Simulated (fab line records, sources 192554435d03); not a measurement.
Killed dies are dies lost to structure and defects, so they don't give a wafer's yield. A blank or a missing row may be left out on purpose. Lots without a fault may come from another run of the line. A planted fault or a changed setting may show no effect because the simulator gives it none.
Which tool did it? | flow n5_finfet | 10 lots, 29 wafers sampled, at 5 steps of a route of 1938

WHAT THE GAUGES READ, wafer by wafer
N5_BEOL_M4_RC_MEAS_101. Usual: DIBL_N 36.5 mV/V, standard deviation 1.8; DIBL_P 36.5 mV/V, standard deviation 2.1; IOFF_N 0.17 nA/um, standard deviation 0.031; IOFF_P 0.22 nA/um, standard deviation 0.036; ION_N 677 uA/um, standard deviation 11; ION_P 463 uA/um, standard deviation 8; SS_N 71.6 mV/dec, standard deviation 0.61; SS_P 73.3 mV/dec, standard deviation 0.63; VT_N 249 mV, standard deviation 3.1; VT_P -250 mV, standard deviation 3.3.
lot  | measured     | on        | DIBL_N (mV/V)  | DIBL_P (mV/V)  | IOFF_N (nA/um) | IOFF_P (nA/um) | ION_N (uA/um) | ION_P (uA/um) | SS_N (mV/dec)  | SS_P (mV/dec)  | VT_N (mV)   | VT_P (mV)      | flag
L164 | day 8 08:12  | prober-01 | 37.0 34.9 37.0 | 37.2 34.1 35.9 | 0.18 0.14 0.17 | 0.21 0.16 0.19 | 689 662 683   | 466 451 453   | 71.7 70.4 71.9 | 73.5 72.6 73.4 | 244 251 248 | -254 -255 -254 |
L167 | day 8 21:28  | prober-01 | 37.0 38.6 36.6 | 36.2 39.5 36.2 | 0.16 0.19 0.15 | 0.20 0.25 0.20 | 671 691 676   | 458 474 469   | 71.6 71.3 70.8 | 73.5 74.3 73.4 | 247 247 249 | -251 -247 -248 |
L169 | day 9 20:15  | prober-02 | 35.0 35.7 33.9 | 35.6 36.2 34.9 | 0.13 0.15 0.13 | 0.19 0.20 0.18 | 667 678 675   | 465 467 463   | 70.8 71.3 70.9 | 73.1 73.9 72.5 | 249 249 251 | -251 -253 -251 |
L170 | day 9 19:58  | prober-01 | 36.8 33.8 35.6 | 35.8 32.8 34.7 | 0.16 0.12 0.15 | 0.21 0.16 0.19 | 675 673 670   | 460 459 461   | 71.4 71.0 71.0 | 73.3 72.4 72.5 | 248 251 249 | -249 -254 -248 |
L177 | day 11 12:56 | prober-01 | 35.1 37.4 35.0 | 35.0 38.1 35.1 | 0.14 0.18 0.14 | 0.20 0.25 0.21 | 675 676 684   | 470 462 471   | 71.0 71.0 71.4 | 72.8 73.8 72.9 | 250 248 249 | -250 -248 -249 |
L180 | day 12 10:10 | prober-01 | 33.8 37.1 35.9 | 31.6 35.1 33.6 | 0.12 0.19 0.17 | 0.16 0.22 0.19 | 667 681 668   | 455 460 455   | 70.6 71.2 71.5 | 71.7 73.0 73.0 | 252 245 247 | -252 -246 -251 |
L181 | day 12 13:29 | prober-02 | 38.7 35.6 38.0 | 39.5 35.4 37.7 | 0.19 0.13 0.17 | 0.25 0.19 0.22 | 680 669 669   | 469 461 460   | 71.8 71.8 72.6 | 73.7 73.0 73.1 | 247 253 249 | -249 -252 -249 |
L182 | day 12 10:23 | prober-02 | 37.5 36.0 36.7 | 38.0 36.8 37.7 | 0.20 0.18 0.19 | 0.29 0.27 0.30 | 688 694 692   | 475 482 478   | 72.0 71.0 71.7 | 73.8 73.5 73.9 | 246 246 248 | -242 -243 -241 |
L184 | day 13 21:04 | prober-02 | 33.1 36.2      | 32.2 36.9      | 0.11 0.17      | 0.17 0.22      | 649 664       | 458 463       | 70.5 72.0      | 72.9 72.4      | 253 251     | -252 -249      |
L186 | day 14 23:12 | prober-01 | 37.0 40.1 38.5 | 35.4 39.8 38.1 | 0.15 0.20 0.18 | 0.20 0.28 0.25 | 662 673 667   | 456 465 461   | 72.7 72.6 71.9 | 72.6 74.4 73.8 | 253 251 248 | -251 -245 -247 |

WHICH TOOL RAN EACH LOT (tool, then ch and the chambers of the sampled wafers, then the start)
lot  | N5_HKMG_FIN_STRIP_60                | N5_HKMG_FIN_CVD_62                      | N5_HKMG_FIN_ETCH_31               | N5_HKMG_FIN_NWFM_ALD_20
L164 | plasma_asher-02 ch 0,1, day 4 04:59 | thermal_cvd_si-02 ch 0,2, day 4 05:50   | rie_diel-04 ch 1,2,3, day 4 07:45 | ald_metal-02 ch 0,2,3, day 4 09:51
L167 | plasma_asher-02 ch 0,1, day 5 01:55 | thermal_cvd_si-01 ch 0,2, day 5 02:46   | rie_diel-05 ch 1,3, day 5 04:28   | ald_metal-02 ch 2,3, day 5 06:23
L169 | plasma_asher-01 ch 0, day 5 13:29   | thermal_cvd_si-01 ch 0,1, day 5 14:20   | rie_diel-05 ch 0,1, day 5 16:34   | ald_metal-04 ch 1,2, day 5 18:40
L170 | plasma_asher-01 ch 0,1, day 5 18:37 | thermal_cvd_si-02 ch 1,2, day 5 19:28   | rie_diel-05 ch 0,1, day 5 21:13   | ald_metal-04 ch 0,1,3, day 5 23:07
L177 | plasma_asher-01 ch 0,1, day 7 14:04 | thermal_cvd_si-01 ch 0,1,2, day 7 14:47 | rie_diel-03 ch 2,3, day 7 16:28   | ald_metal-04 ch 0,2,3, day 7 18:27
L180 | plasma_asher-01 ch 0,1, day 8 06:53 | thermal_cvd_si-02 ch 0,1,2, day 8 07:44 | rie_diel-05 ch 0,1,2, day 8 09:22 | ald_metal-04 ch 0,3, day 8 11:17
L181 | plasma_asher-02 ch 1, day 8 13:31   | thermal_cvd_si-01 ch 0,1,2, day 8 14:22 | rie_diel-03 ch 1,2,3, day 8 15:55 | ald_metal-04 ch 0,3, day 8 17:55
L182 | plasma_asher-01 ch 0,1, day 8 15:31 | thermal_cvd_si-02 ch 1,2, day 8 16:23   | rie_diel-04 ch 0,1,2, day 8 18:50 | ald_metal-03 ch 0,3, day 8 20:48
L184 | plasma_asher-01 ch 0, day 9 09:04   | thermal_cvd_si-02 ch 0,1, day 9 09:56   | rie_diel-03 ch 0,1, day 9 11:39   | ald_metal-02 ch 2,3, day 9 13:34
L186 | plasma_asher-01 ch 1, day 9 18:05   | thermal_cvd_si-02 ch 0,1, day 9 18:56   | rie_diel-04 ch 1,2,3, day 9 20:41 | ald_metal-04 ch 1,3, day 9 22:37
- N5_HKMG_FIN_STRIP_60: strips in N2/H2, time 360 s.
- N5_HKMG_FIN_CVD_62: deposits a-Si from Si2H6, target thk 3 nm, time 20.8 s.
- N5_HKMG_FIN_ETCH_31: etches SiARC in CF4, target depth 45.5 nm, time 75.8 s.
- N5_HKMG_FIN_NWFM_ALD_20: deposits TiAlC, target thk 2 nm, pulse time 3 s, purge time 2 s.

WHAT THE TOOLS THEMSELVES READ (means of the sampled wafers that have a number; where no wafer has one, the mark that the record gives instead)
N5_HKMG_FIN_STRIP_60. Usual: drypump_motor_current_A 5.7 A, standard deviation 0.35; heater_power_w 455 W, standard deviation 43.
lot  | tool            | drypump_motor_current_A (A) | heater_power_w (W) | flag
L164 | plasma_asher-02 | 5.6                         | 504                |
L167 | plasma_asher-02 | 5.3                         | 481                |
L169 | plasma_asher-01 | 5.7                         | 413                |
L170 | plasma_asher-01 | 5.7                         | 430                |
L177 | plasma_asher-01 | 5.8                         | 432                |
L180 | plasma_asher-01 | 5.8                         | 442                |
L181 | plasma_asher-02 | 5.0                         | 437                |
L182 | plasma_asher-01 | 5.9                         | 440                |
L184 | plasma_asher-01 | 5.7                         | 411                |
L186 | plasma_asher-01 | 5.9                         | 456                |

N5_HKMG_FIN_CVD_62. Usual: heater_power_w 1473 W, standard deviation 110.
lot  | tool              | heater_power_w (W) | flag
L164 | thermal_cvd_si-02 | 1504               |
L167 | thermal_cvd_si-01 | 1479               |
L169 | thermal_cvd_si-01 | 1378               |
L170 | thermal_cvd_si-02 | 1533               |
L177 | thermal_cvd_si-01 | 1420               |
L180 | thermal_cvd_si-02 | 1523               |
L181 | thermal_cvd_si-01 | 1436               |
L182 | thermal_cvd_si-02 | 1548               |
L184 | thermal_cvd_si-02 | 1520               |
L186 | thermal_cvd_si-02 | 1514               |

N5_HKMG_FIN_ETCH_31. Usual: drypump_motor_current_A 5.8 A, standard deviation 0.39; etch_rf_on_time_s 76.5 s, standard deviation 1.6; oes_product_au 0.66 a.u., standard deviation 0.078; rf_vpp_V 184.1 V, standard deviation 1.2; showerhead_plenum_p_Torr 2.15 Torr, standard deviation 0.082; throttle_valve_pct 15.57 %, standard deviation 0.21.
lot  | tool        | drypump_motor_current_A (A) | etch_rf_on_time_s (s) | oes_product_au (a.u.) | rf_vpp_V (V) | showerhead_plenum_p_Torr (Torr) | throttle_valve_pct (%) | flag
L164 | rie_diel-04 | 5.8                         | 74.8                  | 0.68                  | 183.7        | 2.15                            | 15.55                  |
L167 | rie_diel-05 | 5.7                         | 75.5                  | 0.62                  | 183.5        | 2.10                            | 15.57                  |
L169 | rie_diel-05 | 6.3                         | 88.7                  | 0.64                  | 184.7        | 2.19                            | 15.63                  | OFF
L170 | rie_diel-05 | 5.9                         | 88.5                  | 0.61                  | 183.5        | 2.11                            | 15.58                  | OFF
L177 | rie_diel-03 | 5.6                         | 76.6                  | 0.73                  | 184.0        | 2.09                            | 15.57                  |
L180 | rie_diel-05 | 5.8                         | 76.5                  | 0.69                  | 185.0        | 2.19                            | 15.51                  |
L181 | rie_diel-03 | 5.7                         | 76.5                  | 0.70                  | 183.3        | 2.10                            | 15.57                  |
L182 | rie_diel-04 | 6.0                         | 74.9                  | 0.65                  | 183.6        | 2.14                            | 15.76                  |
L184 | rie_diel-03 | 5.8                         | 76.9                  | 0.66                  | 185.1        | 2.19                            | 15.46                  |
L186 | rie_diel-04 | 5.7                         | 75.0                  | 0.71                  | 184.1        | 2.13                            | 15.47                  |

N5_HKMG_FIN_NWFM_ALD_20. Usual: heater_power_w 497 W, standard deviation 39; precursor_pulse_height_rel 1.001, standard deviation 0.02.
lot  | tool         | heater_power_w (W) | precursor_pulse_height_rel | flag
L164 | ald_metal-02 | 516                | 1.008                      |
L167 | ald_metal-02 | 526                | 0.999                      |
L169 | ald_metal-04 | 479                | 0.996                      |
L170 | ald_metal-04 | 504                | 1.016                      |
L177 | ald_metal-04 | 516                | 1.007                      |
L180 | ald_metal-04 | 539                | 1.000                      |
L181 | ald_metal-04 | 511                | 0.998                      |
L182 | ald_metal-03 | 468                | 0.998                      |
L184 | ald_metal-02 | 526                | 1.002                      |
L186 | ald_metal-04 | 497                | 0.980                      |

THE ANSWER, worked out from the rows above alone
Rule: a lot is off if the mean of its wafers that have a number lies more than 3 standard deviations from the usual mean. A lot without any number at a reading at which 4 lots or more have one is off too. The other lots that the step has rows for count as sound. The gauges are gone through in route order, then the tools' own readings, and for those a lot's mean is taken as printed above. The first step at which some lot is off is used, and at that step the reading that is off furthest; a lot without a number counts as furthest.
Off: L169, L170, at N5_HKMG_FIN_ETCH_31 (etch_rf_on_time_s).
A tool fits if, at that step or a process step before it, it ran every lot that is off, and no sound lot after the first of them. None of those tried fits.

WHAT THE SIMULATOR HAD PUT IN
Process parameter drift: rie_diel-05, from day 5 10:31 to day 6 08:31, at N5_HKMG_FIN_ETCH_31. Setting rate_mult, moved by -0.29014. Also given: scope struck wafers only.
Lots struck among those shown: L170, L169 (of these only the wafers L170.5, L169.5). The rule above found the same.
